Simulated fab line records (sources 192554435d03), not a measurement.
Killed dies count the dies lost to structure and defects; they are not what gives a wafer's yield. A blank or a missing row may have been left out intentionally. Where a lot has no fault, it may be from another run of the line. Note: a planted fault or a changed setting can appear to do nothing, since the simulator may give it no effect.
fab line records ; flow n5_finfet
[record] lots = 8; wafers = 24; last_day = 18
route steps=1938 shown BEOL_M0_SAQP@654 BEOL_M0_CUTY@710 BEOL_M4@1111 PASSIVATION@1936
lots untouched by any fault: they come from a run of this same line in which no faults occurred
start_h: start of the lot's first displayed wafer, in hours after the record's first day ; wait_h: time in hours since the lot's previous step ; " repeats the value in the row above ; L1.1+2: a row that stands for several wafers ; - no value, or no start given ; * or withheld: withheld ; < > ~ a bound
route shown NAME@n: a module of which the file shows steps, and the number in the route of the first ; usual: average and standard deviation across the fault-free wafers ; same: alike in all rows ; chamber/n: place in a boat ; sites: per-site readings ; _std_site: how widely they spread, as a standard deviation ; _edge_site: outer sites' mean less inner sites' ; radius_mm: for every site, how far away it sits from the centre of the wafer ; mask NAME#n: copy n ; behind: the most recent tool/chamber to have shaped the wafer ; hold: reason for holding the lot/hours on hold/outcome of the hold ; device: whichever transistor did not switch (one of n, p or np) ; end of line: the same wafers' tests at the end of the route ; a step with no rows: only its recipe ; killed: not the wafer's yield, but the dies lost to structure and defects at the first sort ; map: shows each die of a wafer: x if killed, . if not, _ if none is there
set.NAME: setting as actually run; set.NAME@STEP: the setting as run at that earlier step ; model.NAME: the simulator's own value behind a step, which no gauge read
steps of the route over a sample of lots; a table a step, a row a wafer
services: a tool's chamber out of use, with start hour (start_h, from the record's first day; less than 0 if before it), hours out, and reason
[[steps]]
[step N5_BEOL_M0_SAQP_ETCH_84]
[recipe] chemistry = N2/H2; target = SOC; target_depth_a = 1000; overetch_a = 200; mask_material = SiARC; temp_c = 40; time_s = 150; ion_energy_ev = 200; pressure_mtorr = 30; source_w = 840; bias_w = 150; n2_flow_sccm = 200; h2_flow_sccm = 200
[usual] drypump_motor_current_A = 5.7/0.42; oes_product_au = 0.68/0.073; rf_vpp_V = 522.6/2.5; showerhead_plenum_p_Torr = 2.50/0.09; throttle_valve_pct = 17.71/0.28
lot.wafer;tool;chamber;start_h;wait_h;drypump_motor_current_A;oes_product_au;rf_hours_counter_h;rf_vpp_V;showerhead_plenum_p_Torr;throttle_valve_pct
L333.3;rie_diel-04;3;138.26;0.0;5.1;0.64;194;519.9;2.42;17.66
L333.5;rie_diel-04;3;138.26;0.0;5.2;0.64;-;520.1;2.42;17.65
L333.6;rie_diel-04;2;138.26;0.0;6.2;0.80;-;525.9;2.59;17.32
L337.2;rie_diel-01;1;157.73;0.0;5.8;0.76;69;521.9;2.49;17.58
L337.5;rie_diel-01;2;157.73;0.0;5.2;0.71;-;523.6;2.44;17.68
L337.6;rie_diel-01;1;157.73;0.0;5.8;0.76;-;522.6;2.49;17.59
L338.1;rie_diel-04;3;174.97;0.0;5.2;0.62;204;521.0;2.42;17.66
L338.3;rie_diel-04;2;174.97;0.0;6.2;0.79;46;526.0;2.58;17.33
L338.5;rie_diel-04;0;174.97;0.0;5.8;0.61;-;522.7;2.51;18.20
L339.1;rie_diel-04;3;183.15;0.0;5.1;0.63;206;520.8;2.42;17.68
L339.3;rie_diel-04;1;183.15;0.0;5.7;0.68;140;518.4;2.34;17.55
L339.4;rie_diel-04;0;183.15;0.0;5.8;0.63;242;524.2;2.51;18.18
L345.2;rie_diel-03;0;215.80;0.0;6.0;0.60;248;522.9;2.49;17.62
L345.5;rie_diel-03;2;215.80;0.0;5.0;0.82;-;524.5;2.61;17.47
L345.6;rie_diel-03;3;215.80;0.0;5.7;0.60;-;523.8;2.52;18.12
L344.2;rie_diel-04;0;216.07;0.0;5.8;0.62;250;522.1;2.50;18.20
L344.4;rie_diel-04;3;216.07;0.0;5.1;0.62;213;520.2;2.41;17.68
L344.5;rie_diel-04;1;216.07;0.0;5.7;0.67;-;517.8;2.33;17.57
L349.1;rie_diel-04;3;242.03;0.0;5.2;0.61;223;520.5;2.41;17.70
L349.3;rie_diel-04;1;242.03;0.0;5.7;0.67;159;517.9;2.33;17.56
L349.4;rie_diel-04;3;242.03;0.0;5.2;0.62;-;519.4;2.41;17.71
L351.2;rie_diel-03;3;250.90;0.0;5.7;0.60;263;521.4;2.51;18.15
L351.3;rie_diel-03;1;250.90;0.0;6.4;0.82;8;525.4;2.60;17.91
L351.5;rie_diel-03;2;250.90;0.0;5.0;0.79;-;526.1;2.60;17.52
[step N5_BEOL_M0_SAQP_SPACER1_ALD_98]
[recipe] material = SiO2; target_thk_a = 128; temp_c = 300; ald_precursor_family = BDEAS; ald_co_reactant = O2-plasma; pulse_time_s = 1; purge_time_s = 2; co_reactant_purge_time_s = 2; ald_cycles = 138; pressure_torr = 2
[usual] heater_power_w = 448/60; precursor_pulse_height_rel = 0.997/0.02
lot.wafer;tool;chamber;start_h;wait_h;heater_power_w;precursor_pulse_height_rel;since_wet_clean_h
L333.3;ald_sin-04;3;139.06;0.1;372;0.997;237
L333.5;ald_sin-04;1;139.06;0.1;435;0.995;-
L333.6;ald_sin-04;2;139.06;0.1;502;1.006;-
L337.2;ald_sin-03;0;158.96;0.3;459;0.973;151
L337.5;ald_sin-03;0;158.96;0.3;465;1.004;-
L337.6;ald_sin-03;3;158.96;0.3;403;1.018;-
L338.1;ald_sin-02;2;175.79;0.3;478;0.995;74
L338.3;ald_sin-02;0;175.79;0.3;509;0.964;74
L338.5;ald_sin-02;0;175.79;0.3;502;0.949;-
L339.1;ald_sin-04;0;185.22;1.5;535;1.015;283
L339.3;ald_sin-04;2;185.22;1.5;500;0.994;283
L339.4;ald_sin-04;1;185.22;1.5;428;0.990;283
L345.2;ald_sin-04;2;216.75;0.4;498;0.987;315
L345.5;ald_sin-04;3;216.75;0.4;376;0.974;-
L345.6;ald_sin-04;0;216.75;0.4;515;1.025;-
L344.2;ald_sin-04;0;217.20;0.3;547;0.985;315
L344.4;ald_sin-04;2;217.20;0.3;511;1.027;315
L344.5;ald_sin-04;3;217.20;0.3;390;0.992;-
L349.1;ald_sin-02;3;242.83;0.3;495;1.003;141
L349.3;ald_sin-02;0;242.83;0.3;502;1.003;141
L349.4;ald_sin-02;2;242.83;0.3;477;0.988;141
L351.2;ald_sin-02;2;251.83;0.3;463;1.037;150
L351.3;ald_sin-02;1;251.83;0.3;373;1.012;150
L351.5;ald_sin-02;3;251.83;0.3;483;1.011;-
[step N5_BEOL_M0_SAQP_RECESS_109]
[recipe] chemistry = HF/NH3; target = SiO2; target_depth_a = 30; afs_cycles = 1; temp_c = 30; sublimation_temp_c = 180; sublimation_time_s = 60
[usual] drypump_motor_current_A = 5.6/0.37
lot.wafer;tool;chamber;start_h;wait_h;drypump_motor_current_A
L333.3;vapor_etch-01;0;140.65;0.1;5.4
L333.5;vapor_etch-01;0;140.65;0.1;5.4
L333.6;vapor_etch-01;1;140.65;0.1;5.4
L337.2;vapor_etch-02;0;160.81;0.2;5.3
L337.5;vapor_etch-02;1;160.81;0.2;6.2
L337.6;vapor_etch-02;0;160.81;0.2;5.3
L338.1;vapor_etch-02;0;177.36;0.0;5.3
L338.3;vapor_etch-02;1;177.36;0.0;6.2
L338.5;vapor_etch-02;0;177.36;0.0;5.3
L339.1;vapor_etch-02;0;186.89;0.0;5.3
L339.3;vapor_etch-02;1;186.89;0.0;6.2
L339.4;vapor_etch-02;0;186.89;0.0;5.3
L345.2;vapor_etch-01;1;218.73;0.3;5.4
L345.5;vapor_etch-01;0;218.73;0.3;5.4
L345.6;vapor_etch-01;1;218.73;0.3;5.4
L344.2;vapor_etch-01;1;218.98;0.0;5.4
L344.4;vapor_etch-01;1;218.98;0.0;5.4
L344.5;vapor_etch-01;1;218.98;0.0;5.4
L349.1;vapor_etch-01;0;244.38;0.0;5.4
L349.3;vapor_etch-01;1;244.38;0.0;5.4
L349.4;vapor_etch-01;0;244.38;0.0;5.4
L351.2;vapor_etch-02;1;253.38;0.0;6.2
L351.3;vapor_etch-02;1;253.38;0.0;6.2
L351.5;vapor_etch-02;1;253.38;0.0;6.2
[step N5_BEOL_M0_SAQP_INSPECT_42]
[recipe] mode = adi; inspect_instrument = brightfield
[usual] raw_defect_count = 295/73
lot.wafer;tool;chamber;start_h;wait_h;raw_defect_count
L333.3;defect_inspect-02;-;142.03;0.0;540
L333.5;defect_inspect-02;-;142.03;0.0;372
L333.6;defect_inspect-02;-;142.03;0.0;419
L337.2;defect_inspect-02;-;162.19;0.0;377
L337.5;defect_inspect-02;-;162.19;0.0;239
L337.6;defect_inspect-02;-;162.19;0.0;227
L338.1;defect_inspect-01;-;178.72;0.1;280
L338.3;defect_inspect-01;-;178.72;0.1;435
L338.5;defect_inspect-01;-;178.72;0.1;225
L339.1;defect_inspect-01;-;190.38;0.1;219
L339.3;defect_inspect-01;-;190.38;0.1;180
L339.4;defect_inspect-01;-;190.38;0.1;259
L345.2;defect_inspect-01;-;220.05;0.0;381
L345.5;defect_inspect-01;-;220.05;0.0;177
L345.6;defect_inspect-01;-;220.05;0.0;544
L344.2;defect_inspect-02;-;220.49;0.0;514
L344.4;defect_inspect-02;-;220.49;0.0;265
L344.5;defect_inspect-02;-;220.49;0.0;212
L349.1;defect_inspect-02;-;246.23;0.1;313
L349.3;defect_inspect-02;-;246.23;0.1;287
L349.4;defect_inspect-02;-;246.23;0.1;231
L351.2;defect_inspect-02;-;254.66;0.0;317
L351.3;defect_inspect-02;-;254.66;0.0;304
L351.5;defect_inspect-02;-;254.66;0.0;381
[step N5_BEOL_M0_SAQP_ETCH_88]
[recipe] chemistry = N2/H2; target = underlayer; target_depth_a = 65; time_s = 5.2; ion_energy_ev = 200; mask_material = CAR-EUV; pressure_mtorr = 30; source_w = 840; bias_w = 150; n2_flow_sccm = 200; h2_flow_sccm = 200; ends = cleared
[usual] drypump_motor_current_A = 5.7/0.42; etch_rf_on_time_s = 5.19/0.091; oes_product_au = 0.65/0.076; rf_vpp_V = 522.9/2.6; showerhead_plenum_p_Torr = 2.51/0.085; throttle_valve_pct = 17.79/0.29
lot.wafer;tool;chamber;start_h;wait_h;drypump_motor_current_A;etch_rf_on_time_s;oes_product_au;rf_hours_counter_h;rf_vpp_V;showerhead_plenum_p_Torr;throttle_valve_pct
L333.3;rie_diel-03;0;142.16;0.0;6.1;5.22;0.59;226;523.6;2.50;17.59
L333.5;rie_diel-03;3;142.16;0.0;5.7;5.26;0.59;-;523.4;2.53;18.09
L333.6;rie_diel-03;2;142.16;0.0;5.0;5.20;0.58;-;526.2;2.62;17.90
L337.2;rie_diel-03;3;162.26;0.0;5.7;5.30;0.57;232;524.9;2.52;18.11
L337.5;rie_diel-03;1;162.26;0.0;6.4;5.29;0.59;-;524.5;2.61;18.25
L337.6;rie_diel-03;3;162.26;0.0;5.7;5.29;0.57;-;522.0;2.52;18.12
L338.1;rie_diel-03;3;178.79;0.0;5.7;5.33;0.58;237;521.7;2.52;18.06
L338.3;rie_diel-03;0;178.79;0.0;6.0;5.25;0.57;239;521.1;2.50;17.63
L338.5;rie_diel-03;1;178.79;0.0;6.3;5.29;0.59;-;524.6;2.61;18.31
L339.1;rie_diel-03;1;190.71;0.0;6.3;5.25;0.59;244;525.5;2.60;18.27
L339.3;rie_diel-03;2;190.71;0.0;5.0;5.05;0.81;7;525.8;2.61;17.52
L339.4;rie_diel-03;3;190.71;0.0;5.7;5.29;0.57;240;523.9;2.52;18.13
L345.2;rie_diel-03;0;220.82;0.0;6.0;5.23;0.58;251;521.4;2.49;17.62
L345.5;rie_diel-03;2;220.82;0.0;5.1;5.10;0.79;-;524.8;2.61;17.49
L345.6;rie_diel-03;0;220.82;0.0;6.0;5.24;0.57;-;522.2;2.49;17.63
L344.2;rie_diel-01;1;221.16;0.0;5.8;5.16;0.71;85;522.1;2.48;17.64
L344.4;rie_diel-01;0;221.16;0.0;5.0;5.37;0.77;19;522.8;2.51;17.56
L344.5;rie_diel-01;1;221.16;0.0;5.7;5.21;0.71;-;520.9;2.48;17.64
L349.1;rie_diel-01;3;246.40;0.0;5.6;5.30;0.63;174;524.9;2.65;17.80
L349.3;rie_diel-01;0;246.40;0.0;5.0;5.36;0.76;24;521.2;2.50;17.57
L349.4;rie_diel-01;1;246.40;0.0;5.8;5.19;0.70;95;521.2;2.48;17.69
L351.2;rie_diel-01;3;255.07;0.0;5.6;5.27;0.63;177;528.4;2.65;17.85
L351.3;rie_diel-01;2;255.07;0.0;5.2;5.31;0.65;158;519.9;2.43;17.76
L351.5;rie_diel-01;2;255.07;0.0;5.2;5.31;0.64;-;521.8;2.43;17.75
[step N5_BEOL_M0_CUTY_INSPECT_59]
[recipe] mode = adi; inspect_instrument = macro
[usual] raw_defect_count = 2.0/1.3
lot.wafer;tool;chamber;start_h;wait_h;raw_defect_count
L333.3;defect_inspect-01;-;143.49;0.0;2
L333.5;defect_inspect-01;-;143.49;0.0;3
L333.6;defect_inspect-01;-;143.49;0.0;2
L337.2;defect_inspect-01;-;165.09;0.0;1
L337.5;defect_inspect-01;-;165.09;0.0;1
L337.6;defect_inspect-01;-;165.09;0.0;2
L338.1;defect_inspect-02;-;180.27;0.0;2
L338.3;defect_inspect-02;-;180.27;0.0;4
L338.5;defect_inspect-02;-;180.27;0.0;2
L339.1;defect_inspect-01;-;192.27;0.0;1
L339.3;defect_inspect-01;-;192.27;0.0;5
L339.4;defect_inspect-01;-;192.27;0.0;4
L345.2;defect_inspect-02;-;222.15;0.0;2
L345.5;defect_inspect-02;-;222.15;0.0;2
L345.6;defect_inspect-02;-;222.15;0.0;276
L344.2;defect_inspect-01;-;222.48;0.0;264
L344.4;defect_inspect-01;-;222.48;0.0;2
L344.5;defect_inspect-01;-;222.48;0.0;1
L349.1;defect_inspect-01;-;247.99;0.0;2
L349.3;defect_inspect-01;-;247.99;0.0;1
L349.4;defect_inspect-01;-;247.99;0.0;3
L351.2;defect_inspect-02;-;256.38;0.0;2
L351.3;defect_inspect-02;-;256.38;0.0;1
L351.5;defect_inspect-02;-;256.38;0.0;3
[step N5_BEOL_M4_RC_MEAS_101]
[usual] DIBL_N = 36.5/1.4; DIBL_P = 36.6/1.9; IOFF_N = 0.167/0.029; IOFF_P = 0.21/0.033; ION_N = 674/12; ION_P = 460/8.9; SS_N = 71.6/0.57; SS_P = 73.4/0.61; VT_N = 249/3.3; VT_P = -250/3.3
lot.wafer;tool;chamber;start_h;wait_h;DIBL_N[mV/V];DIBL_P[mV/V];IOFF_N[nA/um];IOFF_P[nA/um];ION_N[uA/um];ION_P[uA/um];SS_N[mV/dec];SS_P[mV/dec];VT_N[mV];VT_P[mV]
L333.3;prober-01;0;196.11;0.3;35.8;34.7;0.145;0.19;660;451;71.2;73.5;249;-251
L333.5;prober-01;0;196.11;0.3;35.5;34.8;0.150;0.20;681;465;71.0;73.2;250;-249
L333.6;prober-01;0;196.11;0.3;37.0;36.7;0.172;0.23;667;460;70.9;73.8;248;-248
L337.2;prober-01;0;214.88;0.2;35.4;34.6;0.153;0.18;678;460;71.9;72.6;250;-254
L337.5;prober-01;0;214.88;0.2;37.5;37.5;0.210;0.21;689;465;71.5;73.6;245;-251
L337.6;prober-01;0;214.88;0.2;36.1;35.6;0.158;0.18;671;453;71.5;72.5;249;-253
L338.1;prober-02;0;226.25;0.0;37.5;40.1;0.170;0.22;682;463;71.9;73.5;251;-251
L338.3;prober-02;0;226.25;0.0;35.7;38.1;0.151;0.20;666;461;72.4;73.6;250;-252
L338.5;prober-02;0;226.25;0.0;35.2;36.2;0.130;0.16;657;447;71.7;73.6;251;-257
L339.1;prober-01;0;233.39;0.0;37.6;37.8;0.174;0.24;669;461;71.9;73.7;250;-250
L339.3;prober-01;0;233.39;0.0;36.9;38.0;0.172;0.26;694;477;71.3;73.5;248;-247
L339.4;prober-01;0;233.39;0.0;36.2;36.3;0.153;0.22;684;468;71.9;73.2;249;-247
L344.2;prober-01;0;268.55;0.2;36.4;35.7;0.127;0.16;656;444;71.0;72.9;255;-257
L344.4;prober-01;0;268.55;0.2;40.3;39.6;0.217;0.22;674;453;72.3;74.0;245;-252
L344.5;prober-01;0;268.55;0.2;36.8;35.8;0.137;0.16;656;449;71.5;73.3;252;-258
L345.2;prober-02;0;269.37;0.2;35.6;35.7;0.135;0.16;662;445;71.4;72.4;255;-255
L345.5;prober-02;0;269.37;0.2;36.2;36.2;0.152;0.17;664;446;70.7;73.0;249;-255
L345.6;prober-02;0;269.37;0.2;37.4;37.4;0.164;0.20;674;454;72.3;72.9;251;-255
L349.1;prober-02;0;295.18;0.0;34.0;34.6;0.139;0.20;679;465;71.0;72.8;250;-249
L349.3;prober-02;0;295.18;0.0;36.4;37.1;0.179;0.24;669;466;72.0;73.6;247;-243
L349.4;prober-02;0;295.18;0.0;36.2;37.3;0.174;0.25;674;467;71.8;73.0;248;-245
L351.2;prober-01;0;308.71;0.2;35.2;34.8;0.133;0.19;649;452;72.1;72.1;252;-252
L351.3;prober-01;0;308.71;0.2;35.4;35.0;0.141;0.20;670;462;71.4;72.8;250;-251
L351.5;prober-01;0;308.71;0.2;36.6;36.5;0.165;0.21;663;447;72.4;71.9;249;-251
[step N5_PASSIVATION_PROBE_49]
[usual] defect_limited_yield = 91.2/1.6; killed_at_M0_to_M3 = 34/11; killed_at_M4_up = 14/5.7; killed_at_contacts = 14/6.6; killed_at_front_end = 37/10; killed_at_other = 4/3.2; killed_dies = 104/19; killed_open = 69/13; killed_short = 33/8.7; sort_bin_5_function = 5.1/1; sort_bin_6_memory = 3.3/0.76; sort_n_pass = 1076/19; sort_yield_pct = 91.2/1.6
[same] gross_dies = 1180; killed_at_back_side = 0; sort_bin_4_leakage[%] = 0; sort_bin_8_speed[%] = 0
lot.wafer;tool;chamber;start_h;wait_h;defect_limited_yield[%];killed_at_M0_to_M3;killed_at_M4_up;killed_at_contacts;killed_at_front_end;killed_at_other;killed_dies;killed_open;killed_short;sort_bin_5_function[%];sort_bin_6_memory[%];sort_n_pass;sort_yield_pct[%]
L344.2;prober-02;-;373.98;0.1;85.1;115;7;13;40;1;176;49;32;9.9;3.8;1004;85.1
L344.4;prober-02;-;374.08;0.2;89.5;49;16;11;48;0;124;84;37;5.9;3.7;1056;89.5
L344.5;prober-02;-;374.13;0.2;90.6;36;13;8;50;4;111;79;31;6.3;2.9;1069;90.6
L345.2;prober-02;-;379.13;0.1;90.7;40;14;16;40;0;110;74;36;5.5;3.1;1070;90.7
L345.5;prober-02;-;379.28;0.2;92.7;24;7;12;42;1;86;51;32;4.2;2.8;1094;92.7
L345.6;prober-02;-;379.33;0.3;84.6;125;11;15;31;0;182;54;30;10.5;3.8;998;84.6
L349.1;prober-02;-;394.93;0.0;89.4;39;20;12;53;1;125;62;51;5.8;3.5;1055;89.4
L349.3;prober-02;-;395.03;0.1;91.2;26;20;15;40;3;104;65;36;4.7;3.7;1076;91.2
L349.4;prober-02;-;395.08;0.2;90.5;28;21;14;48;1;112;65;43;5.4;3.6;1068;90.5
// killed by level:class
L344.2 BEOL_M0_SAQP:unspecified=95 DUMMY_GATE:geometric_particle:open=10 MOL_CONTACT_COAG:geometric_particle:open=10 FIN_SAQP:geometric_particle:short=8 FIN_SAQP:geometric_particle:open=6 BEOL_M2:geometric_particle:open=6 BEOL_M0_SAQP:geometric_particle:short=5 BEOL_M0_SAQP:geometric_particle:open=4
L344.4 FIN_SAQP:geometric_particle:open=18 BEOL_M1:geometric_particle:open=12 BEOL_M0_SAQP:geometric_particle:open=10 BEOL_M0_SAQP:geometric_particle:short=9 MOL_CONTACT_COAG:geometric_particle:open=8 BEOL_M0:geometric_particle:open=6 STI_FIN_REVEAL:geometric_particle:open=6 GATE_CUT:geometric_particle:short=5
L344.5 FIN_SAQP:geometric_particle:open=10 STI_FIN_REVEAL:geometric_particle:open=10 FIN_SAQP:geometric_particle:short=8 BEOL_M0_SAQP:geometric_particle:open=7 BEOL_M0:geometric_particle:open=7 DUMMY_GATE:geometric_particle:open=6 MOL_CONTACT_COAG:geometric_particle:open=6 BEOL_M0_SAQP:geometric_particle:short=6
L345.2 FIN_SAQP:geometric_particle:short=13 MOL_CONTACT_COAG:geometric_particle:open=13 BEOL_M2:geometric_particle:open=10 BEOL_M3:geometric_particle:open=9 FIN_SAQP:geometric_particle:open=7 BEOL_M1:geometric_particle:open=7 BEOL_M0_SAQP:geometric_particle:short=5 GATE_CUT:geometric_particle:short=5
L345.5 MOL_CONTACT_COAG:geometric_particle:open=10 FIN_SAQP:geometric_particle:short=8 BEOL_M0_SAQP:geometric_particle:short=6 BEOL_M1:geometric_particle:open=6 STI_FIN_REVEAL:geometric_particle:open=5 BEOL_M0_SAQP:geometric_particle:open=5 STARTING-WAFER:geometric_particle:short=5 STARTING-WAFER:geometric_particle:open=4
L345.6 BEOL_M0_SAQP:unspecified=98 MOL_CONTACT_COAG:geometric_particle:open=13 BEOL_M1:geometric_particle:open=10 FIN_SAQP:geometric_particle:open=7 GATE_CUT:geometric_particle:short=7 BEOL_M3:geometric_particle:open=6 FIN_SAQP:geometric_particle:short=4 BEOL_M2:geometric_particle:short=4
L349.1 FIN_SAQP:geometric_particle:open=12 FIN_SAQP:geometric_particle:short=11 BEOL_M1:geometric_particle:open=10 HKMG_FIN:area_etch=9 BEOL_M0:geometric_particle:short=7 BEOL_M5:geometric_particle:open=6 MOL_CONTACT_COAG:geometric_particle:short=6 MOL_CONTACT_COAG:geometric_particle:open=6
L349.3 MOL_CONTACT_COAG:geometric_particle:open=13 BEOL_M4:geometric_particle:open=9 STI_FIN_REVEAL:geometric_particle:open=8 BEOL_M2:geometric_particle:open=7 FIN_SAQP:geometric_particle:open=6 FIN_SAQP:geometric_particle:short=5 GATE_CUT:geometric_particle:short=5 BEOL_M0_SAQP:geometric_particle:open=4
L349.4 FIN_SAQP:geometric_particle:short=16 MOL_CONTACT_COAG:geometric_particle:open=12 STI_FIN_REVEAL:geometric_particle:open=9 FIN_SAQP:geometric_particle:open=7 BEOL_M4:geometric_particle:open=6 BEOL_M4:geometric_particle:short=5 STARTING-WAFER:geometric_particle:short=5 BEOL_M1:geometric_particle:open=4
[[services]]
tool;chamber;start_h;hours;kind
ald_sin-04;1;126.36;4.3;repair
vapor_etch-01;1;128.25;3.4;repair
rie_diel-04;1;136.39;8.7;repair
rie_diel-03;2;142.38;-;clean
rie_diel-03;2;142.38;-;consumable_replace:focus_ring
rie_diel-01;1;186.61;6.5;repair
ald_sin-03;3;187.19;13.1;repair
vapor_etch-02;-;189.89;14.6;pm
rie_diel-04;3;198.65;1.7;repair
vapor_etch-01;-;200.94;0.6;repair
ald_sin-04;-;206.12;6.1;pm
rie_diel-03;1;213.86;-;clean
rie_diel-03;1;213.86;-;consumable_replace:focus_ring
rie_diel-03;1;213.86;20.2;scheduled_down
rie_diel-03;1;213.86;20.2;vent_cycle
vapor_etch-02;-;216.99;22.9;repair
rie_diel-01;1;218.33;2.2;repair
rie_diel-03;0;234.11;-;clean
rie_diel-03;0;234.11;-;consumable_replace:focus_ring
rie_diel-03;0;234.11;26.9;scheduled_down
rie_diel-03;0;234.11;26.9;vent_cycle
rie_diel-04;0;235.68;-;clean
rie_diel-04;-;237.68;2.8;pm
rie_diel-01;0;254.85;1.3;repair
[[key]]
[first_sign] step = N5_BEOL_M0_SAQP_INSPECT_42; reading = raw_defect_count; direction = up; sigmas = 3.2; usual = 295; struck = 529
[effect] step = N5_BEOL_M0_CUTY_INSPECT_59; reading = raw_defect_count; direction = up; sigmas = 99+; usual = 2.0; struck = 270
[effect] step = N5_PASSIVATION_PROBE_49; reading = killed_at_M0_to_M3; direction = up; sigmas = 7.9; usual = 34; struck = 120
[more_kills_born_at] N5_BEOL_M0_SAQP_SPACER1_ALD_98@ald_sin-04 = 193
met_at N5_BEOL_M0_SAQP_SPACER1_ALD_98
struck_lots L344,L345
struck_wafers L344.2,L345.6
not_acting_at N5_BEOL_M0_SAQP_ETCH_84,N5_BEOL_M0_SAQP_RECESS_109,N5_BEOL_M0_SAQP_ETCH_88
[fault] kind = chamber_particle_source; tool = ald_sin-04; chamber = 0; onset_h = 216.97; steps = N5_BEOL_M0_SAQP_SPACER1_ALD_98; rate_per_visit_cm2 = 0.42639; end_h = 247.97
